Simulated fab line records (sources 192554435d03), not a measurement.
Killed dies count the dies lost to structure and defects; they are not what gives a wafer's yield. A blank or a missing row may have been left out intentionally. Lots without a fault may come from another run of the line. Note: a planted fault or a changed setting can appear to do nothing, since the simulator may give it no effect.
fab line records	flow n5Finfet
record: lots: 7	wafers: 21
route steps=1938 shown BEOL_M11@1565 BEOL_M12@1605 BEOL_M13@1662 BEOL_M14@1719 BEOL_M15@1809
startH: start of the lot's first displayed wafer, in hours after the record's first day	waitH: hours since the lot's step before	" same as the row above	L1.1+2: several wafers, shown together as one row	- value missing, or start not given	* or withheld: withheld	< > ~ a bound
route shown NAME@n: names a module that has steps shown in the file, with the first one's number in the route	usual: mean and standard deviation over wafers with no fault	same: alike in all rows	chamber/n: place in a boat	sites: each site's reading	_std_site: standard deviation across them	_edge_site: outer sites' mean less inner sites'	radiusMm: for every site, how far away it sits from the centre of the wafer	mask NAME#n: copy n	behind: tool/chamber where the wafer was last shaped	hold: what put the lot on hold/how long, in hours/how the hold closed	device: transistor that didn't switch, given as n, p or np	end of line: the route-end tests of the same wafers	where a step has no rows: the recipe by itself	killed: the dies lost at the first sort to structure and to defects; this is not the yield of the wafer	map: a wafer's dies, marking killed ones x, the rest . and places with no die _
set.NAME: the setting the step ran with; set.NAME@STEP: the setting that earlier step ran with	model.NAME: the simulator's own value behind a step, which no gauge read
lots with deliberately changed settings; one table per step, one row per wafer
== steps ==
step: N5_BEOL_M11_EXPOSE_25
recipe: maskId: V10	na: 1.35	sourceShape: annular	sigmaInner: 0.5	sigmaOuter: 0.8	polarization: unpolarized	doseMj: 85.5
lot.wafer	tool	chamber	startH	waitH	mask	set.doseMj
L082.2+4+6	arfiScanner-03	0	285.59	-	V10#0	85.5
L078.3+4+5	arfiScanner-03	0	293.65	-	V10#0	85.5
L084.1+2+4	arfiScanner-01	0	302.87	-	V10#0	85.5
L086.1+6	arfiScanner-02	0	320.16	-	V10#0	85.5
L086.5	"	0	"	"	V10#0	87.49
L090.4	arfiScanner-03	0	349.33	-	V10#0	88.34
L090.5+6	"	0	"	"	V10#0	85.5
L089.1+4	arfiScanner-02	0	355.14	-	V10#0	81.47
L089.3	"	0	"	"	V10#0	85.5
L093.1+4	arfiScanner-03	0	374.61	-	V10#0	82.41
L093.6	"	0	"	"	V10#0	85.5
step: N5_BEOL_M11_PEB_26
recipe: pebTempC: withheld	pebTimeS: 60	resist: CAR-ArF
step: N5_BEOL_M11_DEVELOP_27
recipe: developTimeS: 30	developer: TMAH	resist: CAR-ArF	rinseLiquid: diw	dry: airSpin	devTempC: 23
step: N5_BEOL_M11_DESCUM_33
recipe: chemistry: O2	timeS: 7.9	sourcePowerW: 50	biasPowerW: 20	pressureMtorr: 20	rfFrequencyHz: 2.712e+07	tempC: 40	resist: CAR-ArF	o2FlowSccm: 225
step: N5_BEOL_M11_ETCH_65
recipe: chemistry: CF4	target: SiARC	targetDepthA: 390	maskMaterial: CAR-ArF	timeS: 65	ionEnergyEv: 80	pressureMtorr: 40	sourceW: 545	biasW: 36	Ar_flow_sccm: 100	cf4FlowSccm: 100	ends: cleared
step: N5_BEOL_M11_ETCH_66
recipe: chemistry: N2/H2	target: SOC	targetDepthA: 1200	overetchA: 240	maskMaterial: SiARC	tempC: 40	timeS: 180	ionEnergyEv: 200	pressureMtorr: 30	sourceW: 840	biasW: 150	n2FlowSccm: 200	h2FlowSccm: 200
lot.wafer	tool	chamber	startH	waitH	set.spinRpm@BEOL_M11_COAT_63	model.etch.depthNm
L082.2	rieDiel-01	0	285.88	0.0	1631	95.78
L082.4	"	2	"	"	1500	99.88
L082.6	"	2	"	"	1500	99.8
L078.3	rieDiel-02	3	293.94	0.0	1500	100.3
L078.4+5	"	1	"	"	1500	100.1
L084.1+2	rieDiel-02	0,3	303.18	0.0	1340	106.1
L084.4	"	1	"	"	1500	100.3
L086.1	rieDiel-02	2	320.47	0.0	1500	100.6
L086.5	"	1	"	"	1610	96.75
L086.6	"	2	"	"	1500	100.4
L090.4	rieDiel-01	3	349.75	0.0	1500	99.86
L090.5	"	1	"	"	1418	102.4
L090.6	"	2	"	"	1500	100
L089.1	rieDiel-01	1	355.65	0.0	1382	103.5
L089.3	"	0	"	"	1382	103.9
L089.4	"	2	"	"	1500	99.61
L093.1	rieDiel-03	3	375.56	0.0	1630	95.76
L093.4	"	0	"	"	1630	95.72
L093.6	"	2	"	"	1500	99.88
step: N5_BEOL_M11_STRIP_69
recipe: chemistry: N2/H2	tempC: 40	n2FlowSccm: 200	h2FlowSccm: 200	rfFrequencyHz: 6e+07
step: N5_BEOL_M11_VIA_ETCH_34
recipe: chemistry: C4F6/O2	target: SiCOH_lowk	targetDepthA: 1845	maskMaterial: SOC	taperDeg: 4	timeS: 69.2	ionEnergyEv: 250	pressureMtorr: 30	sourceW: 345	biasW: 185	Ar_flow_sccm: 300	C4F6_flow_sccm: 10	O2_flow_sccm: 10
lot.wafer	tool	chamber	startH	waitH	set.spinRpm@BEOL_M11_COAT_63	model.SOC_of_BEOL_M11_COAT_63.thkNm
L082.2	rieDiel-01	0	286.01	0.0	1631	88.2
L082.4+6	"	2	"	"	1500	92
L078.3	rieDiel-02	3	294.06	0.0	1500	92.6
L078.4+5	"	1	"	"	1500	92.2
L084.1	rieDiel-02	0	303.30	0.0	1340	98
L084.2	"	3	"	"	1340	98.2
L084.4	"	1	"	"	1500	92.4
L086.1	rieDiel-02	2	320.59	0.0	1500	91.8
L086.5	"	1	"	"	1610	88.8
L086.6	"	2	"	"	1500	91.6
L090.4+6	rieDiel-01	3,2	349.87	0.0	1500	92.2
L090.5	"	1	"	"	1418	94.6
L089.1	rieDiel-01	1	355.77	0.0	1382	95.6
L089.3	"	0	"	"	1382	96.2
L089.4	"	2	"	"	1500	91.8
L093.1	rieDiel-03	3	375.69	0.0	1630	87.4
L093.4	"	0	"	"	1630	88
L093.6	"	2	"	"	1500	91.8
step: N5_BEOL_M12_COAT_04
recipe: spinRpm: 1625	resistThkNm: 400
lot.wafer	tool	chamber	startH	waitH	set.spinRpm	model.coat_of_BEOL_M12_COAT_04.thkNm
L082.2	lithoTrack-04	0	-	-	1763	384.2
L082.4	"	0	"	"	1625	400.2
L082.6	"	0	"	"	1625	401
L078.3	lithoTrack-04	0	-	-	1625	399
L078.4	"	0	"	"	1625	398
L078.5	"	0	"	"	1625	398.6
L084.1	lithoTrack-05	0	-	-	1784	382.2
L084.2	"	0	"	"	1784	381.8
L084.4	"	0	"	"	1625	400.2
L086.1	lithoTrack-04	0	-	-	1452	422.2
L086.5	"	0	"	"	1452	420.4
L086.6	"	0	"	"	1625	397.4
L090.4	lithoTrack-01	0	-	-	1625	400.2
L090.5	"	0	"	"	1625	401.4
L090.6	"	0	"	"	1625	401.6
L089.1	lithoTrack-01	0	-	-	1775	382.8
L089.3	"	0	"	"	1625	398.2
L089.4	"	0	"	"	1625	400.2
L093.1	lithoTrack-05	0	-	-	1625	398.2
L093.4	"	0	"	"	1625	398.8
L093.6	"	0	"	"	1475	417.8
step: N5_BEOL_M12_EXPOSE_07
recipe: maskId: V11	na: 0.93	sourceShape: conventional	sigmaOuter: 0.6	polarization: unpolarized	attpsmPhaseDeg: 180	doseMj: 32.5
lot.wafer	tool	chamber	startH	waitH	mask	set.doseMj
L082.2+4+6	krfScanner-02	0	289.20	-	V11#0	32.5
L078.3+4+5	krfScanner-01	0	298.46	-	V11#0	32.5
L084.1+2+4	krfScanner-01	0	307.28	-	V11#0	32.5
L086.1	krfScanner-01	0	325.36	-	V11#0	32.5
L086.5+6	"	0	"	"	V11#0	33.18
L090.4	krfScanner-01	0	354.54	-	V11#0	33.93
L090.5+6	"	0	"	"	V11#0	32.5
L089.1+3	krfScanner-01	0	360.85	-	V11#0	31.44
L089.4	"	0	"	"	V11#0	32.5
L093.1+4+6	krfScanner-02	0	380.09	-	V11#0	32.5
step: N5_BEOL_M12_PEB_08
recipe: pebTempC: 130	pebTimeS: 90
step: N5_BEOL_M12_DEVELOP_09
recipe: developTimeS: 45	rinseLiquid: diw	dry: airSpin	devTempC: 21
step: N5_BEOL_M12_DESCUM_15
recipe: chemistry: O2	timeS: 7.9	sourcePowerW: 50	biasPowerW: 20	pressureMtorr: 20	rfFrequencyHz: 2.712e+07	tempC: 40	o2FlowSccm: 225
step: N5_BEOL_M12_ETCH_59
recipe: chemistry: N2/H2	target: BARC	targetDepthA: 890	overetchA: 267	timeS: 67.9	ionEnergyEv: 200	pressureMtorr: 30	sourceW: 840	biasW: 150	n2FlowSccm: 200	h2FlowSccm: 200
step: N5_BEOL_M12_VIA_ETCH_16
recipe: chemistry: C4F8/O2/Ar	target: SiOC	pressureMtorr: 30	sourceW: 3000	biasW: 700	Ar_flow_sccm: 400	C4F8_flow_sccm: 15	O2_flow_sccm: 8	heInnerTorr: 15	heOuterTorr: 30	targetDepthA: 7248	timeS: withheld	ionEnergyEv: 250	ends: cleared
lot.wafer	tool	chamber	startH	waitH	set.spinRpm@BEOL_M12_COAT_04	model.coat_of_BEOL_M12_COAT_04.thkNm
L082.2	rieDiel-06	0	289.76	0.0	1763	112
L082.4	"	1	"	"	1625	122.6
L082.6	"	0	"	"	1625	125.2
L078.3	rieDiel-06	1	298.80	0.0	1625	120.6
L078.4	"	0	"	"	1625	119.4
L078.5	"	0	"	"	1625	122
L084.1	rieDiel-04	3	307.63	0.0	1784	102.2
L084.2	"	0	"	"	1784	108
L084.4	"	1	"	"	1625	120.8
L086.1	rieDiel-06	2	325.78	0.0	1452	150.4
L086.5	"	2	"	"	1452	142.8
L086.6	"	3	"	"	1625	120.8
L090.4	rieDiel-05	1	354.91	0.0	1625	122.6
L090.5	"	2	"	"	1625	121.2
L090.6	"	3	"	"	1625	121.6
L089.1	rieDiel-04	0	361.20	0.0	1775	107.4
L089.3	"	3	"	"	1625	120.4
L089.4	"	1	"	"	1625	122.4
L093.1	rieDiel-05	0	380.55	0.0	1625	127.8
L093.4	"	1	"	"	1625	123.4
L093.6	"	0	"	"	1475	143.6
step: N5_BEOL_M12_STRIP_63
recipe: chemistry: N2/H2	powerW: 1000	tempC: 250	h2Frac: 0.65	overashFraction: 0.3	pressureMtorr: 1000	n2FlowSccm: 1750	h2FlowSccm: 3250
usual: stripTimeToEndpointS: 42.6/0.98
lot.wafer	tool	chamber	startH	waitH	set.spinRpm@BEOL_M12_COAT_04	stripTimeToEndpointS
L082.2	plasmaAsher-02	1	289.96	-	1763	39.5
L082.4	"	0	"	"	1625	42.4
L082.6	"	0	"	"	1625	43.0
L078.3	plasmaAsher-02	1	299.02	-	1625	41.9
L078.4	"	0	"	"	1625	41.5
L078.5	"	1	"	"	1625	42.2
L084.1	plasmaAsher-01	0	307.83	-	1784	36.8
L084.2	"	1	"	"	1784	38.4
L084.4	"	1	"	"	1625	41.9
L086.1	plasmaAsher-01	1	325.98	-	1452	49.8
L086.5	"	0	"	"	1452	47.8
L086.6	"	1	"	"	1625	41.9
L090.4	plasmaAsher-02	1	355.13	-	1625	42.4
L090.5	"	0	"	"	1625	42.0
L090.6	"	1	"	"	1625	42.1
L089.1	plasmaAsher-02	1	361.40	-	1775	38.3
L089.3	"	1	"	"	1625	41.8
L089.4	"	0	"	"	1625	42.3
L093.1	plasmaAsher-02	0	380.75	-	1625	43.8
L093.4	"	1	"	"	1625	42.6
L093.6	"	1	"	"	1475	48.0
step: N5_BEOL_M13_COAT_04
recipe: spinRpm: 1625	resistThkNm: 400
lot.wafer	tool	chamber	startH	waitH	set.spinRpm	model.coat_of_BEOL_M13_COAT_04.thkNm
L082.2	lithoTrack-01	0	-	-	1625	402.8
L082.4	"	0	"	"	1455	425.6
L082.6	"	0	"	"	1455	425.2
L078.3+5	lithoTrack-01	0	-	-	1625	400.2
L078.4	"	0	"	"	1625	401
L084.1	lithoTrack-03	0	-	-	1625	401.8
L084.2	"	0	"	"	1792	383.2
L084.4	"	0	"	"	1625	402
L086.1	lithoTrack-01	0	-	-	1625	400.8
L086.5+6	"	0	"	"	1625	401.4
L090.4	lithoTrack-01	0	-	-	1516	415.6
L090.5	"	0	"	"	1516	416.4
L090.6	"	0	"	"	1625	400.2
L089.1	lithoTrack-03	0	-	-	1625	400.2
L089.3	"	0	"	"	1524	414.6
L089.4	"	0	"	"	1625	401.6
L093.1	lithoTrack-01	0	-	-	1511	414.8
L093.4	"	0	"	"	1625	400.4
L093.6	"	0	"	"	1511	415.2
step: N5_BEOL_M13_EBR_06
recipe: solvent: PGMEA	ebrWidthMm: 1.5
step: N5_BEOL_M13_SOFTBAKE_05
recipe: tempC: 130	timeS: 60
step: N5_BEOL_M13_DESCUM_15
recipe: chemistry: O2	timeS: 7.9	sourcePowerW: 50	biasPowerW: 20	pressureMtorr: 20	rfFrequencyHz: 2.712e+07	tempC: 40	o2FlowSccm: 225
step: N5_BEOL_M13_ETCH_59
recipe: chemistry: N2/H2	target: BARC	targetDepthA: 890	overetchA: 267	timeS: 67.9	ionEnergyEv: 200	pressureMtorr: 30	sourceW: 840	biasW: 150	n2FlowSccm: 200	h2FlowSccm: 200
lot.wafer	tool	chamber	startH	waitH	set.spinRpm@BEOL_M13_COAT_04	model.coat_of_BEOL_M13_COAT_04.thkNm
L082.2	rieDiel-02	2	297.81	0.0	1625	313.8
L082.4	"	3	"	"	1455	346.2
L082.6	"	0	"	"	1455	342.8
L078.3	rieDiel-03	1	303.76	0.0	1625	320.6
L078.4	"	0	"	"	1625	321.4
L078.5	"	1	"	"	1625	321.2
L084.1	rieDiel-02	0	312.77	0.0	1625	317.6
L084.2	"	1	"	"	1792	301.2
L084.4	"	2	"	"	1625	311.6
L086.1	rieDiel-03	1	333.79	0.0	1625	321.6
L086.5	"	3	"	"	1625	318
L086.6	"	0	"	"	1625	321.2
L090.4	rieDiel-02	0	362.07	0.0	1516	332.6
L090.5	"	2	"	"	1516	327.4
L090.6	"	1	"	"	1625	319.8
L089.1	rieDiel-01	2	367.74	0.0	1625	316.6
L089.3	"	3	"	"	1524	335.2
L089.4	"	1	"	"	1625	321
L093.1	rieDiel-03	3	389.89	0.0	1511	329.6
L093.4	"	1	"	"	1625	322.2
L093.6	"	3	"	"	1511	330.4
step: N5_BEOL_M14_COAT_04
recipe: spinRpm: 1704	resistThkNm: 800
lot.wafer	tool	chamber	startH	waitH	set.spinRpm	model.coat_of_BEOL_M14_COAT_04.thkNm
L082.2	lithoTrack-04	0	-	-	1704	796.2
L082.4	"	0	"	"	1704	795.8
L082.6	"	0	"	"	1704	796.4
L078.3	lithoTrack-05	0	-	-	1704	804.2
L078.4+5	"	0	"	"	1704	803
L084.1	lithoTrack-02	0	-	-	1704	803.6
L084.2	"	0	"	"	1704	801.8
L084.4	"	0	"	"	1704	804.6
L086.1	lithoTrack-02	0	-	-	1521	852.8
L086.5	"	0	"	"	1704	807
L086.6	"	0	"	"	1521	851.4
L090.4+6	lithoTrack-05	0	-	-	1851	768
L090.5	"	0	"	"	1851	769.8
L089.1	lithoTrack-02	0	-	-	1704	802.4
L089.3	"	0	"	"	1704	800.8
L089.4	"	0	"	"	1704	804
L093.1	lithoTrack-02	0	-	-	1704	797.8
L093.4	"	0	"	"	1704	798.4
L093.6	"	0	"	"	1558	837.8
step: N5_BEOL_M14_EBR_06
recipe: solvent: PGMEA	ebrWidthMm: 1.5
step: N5_BEOL_M14_SOFTBAKE_05
recipe: tempC: 130	timeS: 60
step: N5_BEOL_M14_DESCUM_15
recipe: chemistry: O2	timeS: 7.9	sourcePowerW: 50	biasPowerW: 20	pressureMtorr: 20	rfFrequencyHz: 2.712e+07	tempC: 40	o2FlowSccm: 225
step: N5_BEOL_M14_ETCH_59
recipe: chemistry: N2/H2	target: BARC	targetDepthA: 890	overetchA: 267	timeS: 67.9	ionEnergyEv: 200	pressureMtorr: 30	sourceW: 840	biasW: 150	n2FlowSccm: 200	h2FlowSccm: 200
lot.wafer	tool	chamber	startH	waitH	set.spinRpm@BEOL_M14_COAT_04	model.coat_of_BEOL_M14_COAT_04.thkNm
L082.2	rieDiel-04	2	304.32	0.0	1704	715
L082.4	"	0	"	"	1704	712
L082.6	"	2	"	"	1704	714.8
L078.3	rieDiel-06	3	312.81	0.0	1704	719.8
L078.4	"	2	"	"	1704	720.6
L078.5	"	3	"	"	1704	718.4
L084.1	rieDiel-06	2	323.94	0.0	1704	722.4
L084.2	"	1	"	"	1704	716.6
L084.4	"	0	"	"	1704	722.2
L086.1	rieDiel-04	3	338.89	0.0	1521	766.2
L086.5	"	2	"	"	1704	725.4
L086.6	"	3	"	"	1521	764.6
L090.4+6	rieDiel-06	0,2	367.28	0.0	1851	685.2
L090.5	"	1	"	"	1851	684.8
L089.1	rieDiel-04	3	372.93	0.0	1704	717.4
L089.3	"	0	"	"	1704	716.8
L089.4	"	2	"	"	1704	723.4
L093.1	rieDiel-04	3	395.49	0.0	1704	711.4
L093.4	"	1	"	"	1704	715.8
L093.6	"	1	"	"	1558	755.4
step: N5_BEOL_M14_VIA_ETCH_16
recipe: chemistry: C4F8/O2/Ar	target: SiO2	heInnerTorr: 15	heOuterTorr: 30	targetDepthA: 12313	timeS: withheld	ionEnergyEv: 800	pressureMtorr: 20	sourceW: 1905	biasW: 2040	Ar_flow_sccm: 400	C4F8_flow_sccm: 16	O2_flow_sccm: 12	ends: cleared
lot.wafer	tool	chamber	startH	waitH	set.spinRpm@BEOL_M14_COAT_04	model.coat_of_BEOL_M14_COAT_04.thkNm
L082.2	rieDiel-04	2	304.37	0.0	1704	455
L082.4	"	0	"	"	1704	446.4
L082.6	"	2	"	"	1704	445.4
L078.3	rieDiel-06	3	312.86	0.0	1704	466.6
L078.4	"	2	"	"	1704	450
L078.5	"	3	"	"	1704	456.6
L084.1	rieDiel-06	2	323.99	0.0	1704	461.2
L084.2	"	1	"	"	1704	457
L084.4	"	0	"	"	1704	456
L086.1	rieDiel-04	3	338.94	0.0	1521	502.8
L086.5	"	2	"	"	1704	448.4
L086.6	"	3	"	"	1521	499
L090.4	rieDiel-06	0	367.33	0.0	1851	421
L090.5	"	1	"	"	1851	425.8
L090.6	"	2	"	"	1851	423.4
L089.1	rieDiel-04	3	372.98	0.0	1704	457
L089.3	"	0	"	"	1704	453.2
L089.4	"	2	"	"	1704	449.4
L093.1	rieDiel-04	3	395.54	0.0	1704	442.8
L093.4	"	1	"	"	1704	454.2
L093.6	"	1	"	"	1558	491.4
step: N5_BEOL_M15_TRENCH_ETCH_34
recipe: chemistry: C4F8/O2/Ar	target: SiO2	targetDepthA: 8729.3	heInnerTorr: 15	heOuterTorr: 30	timeS: 199	ionEnergyEv: 800	pressureMtorr: 20	sourceW: 1905	biasW: 2040	Ar_flow_sccm: 400	C4F8_flow_sccm: 16	O2_flow_sccm: 12
lot.wafer	tool	chamber	startH	waitH	set.timeS	model.etch.depthNm	model.coat_of_BEOL_M15_COAT_22.thkNm
L082.2	rieDiel-03	3	315.36	0.0	199	857.3	538.6
L082.4	"	1	"	"	199	863	543
L082.6	"	3	"	"	199	858.5	544.6
L078.3	rieDiel-03	1	319.89	0.0	199	868.5	549.8
L078.4	"	3	"	"	199	862	544
L078.5	"	3	"	"	199	862.2	545
L084.1	rieDiel-03	3	331.33	0.0	199	854	536.2
L084.2	"	0	"	"	158.6	676.5	583.2
L084.4	"	2	"	"	158.6	702.6	576.4
L086.1	rieDiel-01	3	344.88	0.0	213.4	908	540.2
L086.5	"	3	"	"	199	836.9	560.8
L086.6	"	0	"	"	213.4	931.4	543.8
L090.4	rieDiel-02	3	375.86	0.0	186.8	808.6	557.8
L090.5	"	2	"	"	199	953.2	521.8
L090.6	"	1	"	"	199	846.1	545.8
L089.1	rieDiel-01	1	379.48	0.0	176.9	759.4	570.8
L089.3	"	3	"	"	176.9	748.5	581.8
L089.4	"	2	"	"	199	865.6	550.6
L093.1	rieDiel-02	2	403.57	0.0	199	933.7	529.2
L093.4	"	3	"	"	199	858	552.8
L093.6	"	1	"	"	238.6	1015	509.8
step: N5_BEOL_M15_STRIP_36
recipe: chemistry: O2	powerW: 600	tempC: 60	pressureMtorr: 30	rfFrequencyHz: 6e+07	biasPowerW: 0	overashFraction: 0.3	o2FlowSccm: 225
step: N5_BEOL_M15_ECD_47
recipe: material: Cu	targetThkA: 18600
step: N5_BEOL_M15_ANNEAL_48
recipe: tempC: 225	timeS: 90	ambient: N2
step: N5_BEOL_M15_CMP_49
recipe: stopOn: SiO2	tOverpolishS: 4.9	downForcePsi: 2	platenRpm: 80	clearingPlatenDownForcePsi: 2	clearingPlatenRpm: 80	postCmpClean: cuAlkaline	targetThkNm: 850	clearingPlatenPadVelocityMS: 1.5917	padVelocityMS: 1.5917
lot.wafer	tool	chamber	startH	waitH	set.timeS@BEOL_M15_TRENCH_ETCH_34	model.Cu_of_BEOL_M15_ECD_47.thkNm
L082.2	cmp-04	2	319.31	0.4	199	832.6
L082.4	"	0	"	"	199	840.4
L082.6	"	2	"	"	199	833
L078.3	cmp-04	1	323.65	0.2	199	844.4
L078.4	"	0	"	"	199	840.4
L078.5	"	2	"	"	199	837.6
L084.1	cmp-04	0	333.33	0.3	199	833.4
L084.4	"	2	"	"	158.6	678.8
L084.2	"	3	"	"	158.6	654.2
L086.1	cmp-04	1	348.50	0.3	213.4	883.8
L086.6	"	3	"	"	213.4	907.8
L086.5	"	0	"	"	199	814.8
L090.4	cmp-04	0	377.55	0.2	186.8	786.8
L090.5	"	3	"	"	199	931.4
L090.6	"	0	"	"	199	826.2
L089.1	cmp-04	3	385.49	0.3	176.9	736.2
L089.3	"	0	"	"	176.9	726
L089.4	"	1	"	"	199	841.2
L093.4	cmp-02	0	409.51	0.5	199	836.8
L093.1	"	2	"	"	199	909.6
L093.6	"	0	"	"	238.6	993.2
step: N5_BEOL_M15_THK_MEAS_50
recipe: thkMeasGauge: xrf	reads: Cu_of_BEOL_M15_ECD_47
usual: M15_THK: 841/26
lot.wafer	tool	chamber	startH	waitH	set.timeS@BEOL_M15_TRENCH_ETCH_34	M15_THK[nm]
L082.2	filmMetro-01	-	319.61	-	199	835
L082.4	"	-	"	"	199	842
L082.6	"	-	"	"	199	833
L078.3	filmMetro-01	-	323.94	-	199	847
L078.4	"	-	"	"	199	839
L078.5	"	-	"	"	199	836
L084.1	filmMetro-01	-	333.63	-	199	831
L084.2	"	-	"	"	158.6	651
L084.4	"	-	"	"	158.6	678
L086.1	filmMetro-02	-	348.72	-	213.4	879
L086.5	"	-	"	"	199	807
L086.6	"	-	"	"	213.4	902
L090.4	filmMetro-01	-	377.81	-	186.8	782
L090.5	"	-	"	"	199	927
L090.6	"	-	"	"	199	819
L089.1	filmMetro-02	-	385.78	-	176.9	737
L089.3	"	-	"	"	176.9	722
L089.4	"	-	"	"	199	839
L093.1	filmMetro-01	-	409.77	-	199	907
L093.4	"	-	"	"	199	836
L093.6	"	-	"	"	238.6	991
== key ==
split: step: N5_BEOL_M11_EXPOSE_25	setting: doseMj	stated: 85.5	by: wafer
response none clear
split: step: N5_BEOL_M12_COAT_04	setting: spinRpm	stated: 1625	by: wafer
response: step: N5_BEOL_M12_COAT_04	reading: model.coat_of_BEOL_M12_COAT_04.thkNm	change: -2	per: 1%	r: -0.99
response: step: N5_BEOL_M12_VIA_ETCH_16	reading: model.coat_of_BEOL_M12_COAT_04.thkNm	change: -1.83	per: 1%	r: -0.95
response: step: N5_BEOL_M12_STRIP_63	reading: stripTimeToEndpointS	change: *	per: 1%	r: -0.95
split: step: N5_BEOL_M12_EXPOSE_07	setting: doseMj	stated: 32.5	by: wafer
response none clear
split: step: N5_BEOL_M13_COAT_04	setting: spinRpm	stated: 1625	by: wafer
response: step: N5_BEOL_M13_COAT_04	reading: model.coat_of_BEOL_M13_COAT_04.thkNm	change: -2.08	per: 1%	r: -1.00
response: step: N5_BEOL_M13_ETCH_59	reading: model.coat_of_BEOL_M13_COAT_04.thkNm	change: -1.97	per: 1%	r: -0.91
split: step: N5_BEOL_M14_COAT_04	setting: spinRpm	stated: 1704	by: wafer
response: step: N5_BEOL_M14_COAT_04	reading: model.coat_of_BEOL_M14_COAT_04.thkNm	change: -4.37	per: 1%	r: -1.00
response: step: N5_BEOL_M14_ETCH_59	reading: model.coat_of_BEOL_M14_COAT_04.thkNm	change: -4.17	per: 1%	r: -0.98
response: step: N5_BEOL_M14_VIA_ETCH_16	reading: model.coat_of_BEOL_M14_COAT_04.thkNm	change: -4.93	per: 1%	r: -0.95
split: step: N5_BEOL_M15_TRENCH_ETCH_34	setting: timeS	stated: 199	by: wafer
response: step: N5_BEOL_M15_TRENCH_ETCH_34	reading: model.etch.depthNm	change: +7.94	per: 1%	r: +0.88
response: step: N5_BEOL_M15_TRENCH_ETCH_34	reading: model.coat_of_BEOL_M15_COAT_22.thkNm	change: -2.03	per: 1%	r: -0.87
response: step: N5_BEOL_M15_CMP_49	reading: model.Cu_of_BEOL_M15_ECD_47.thkNm	change: +7.98	per: 1%	r: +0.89
response: step: N5_BEOL_M15_THK_MEAS_50	reading: M15_THK	change: +7.95	per: 1%	r: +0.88
split outsideThisFile step=N5_BEOL_M11_COAT_63 setting=spinRpm
split outsideThisFile: this setting was split too, and the file shows its column; the key of that split is in another file
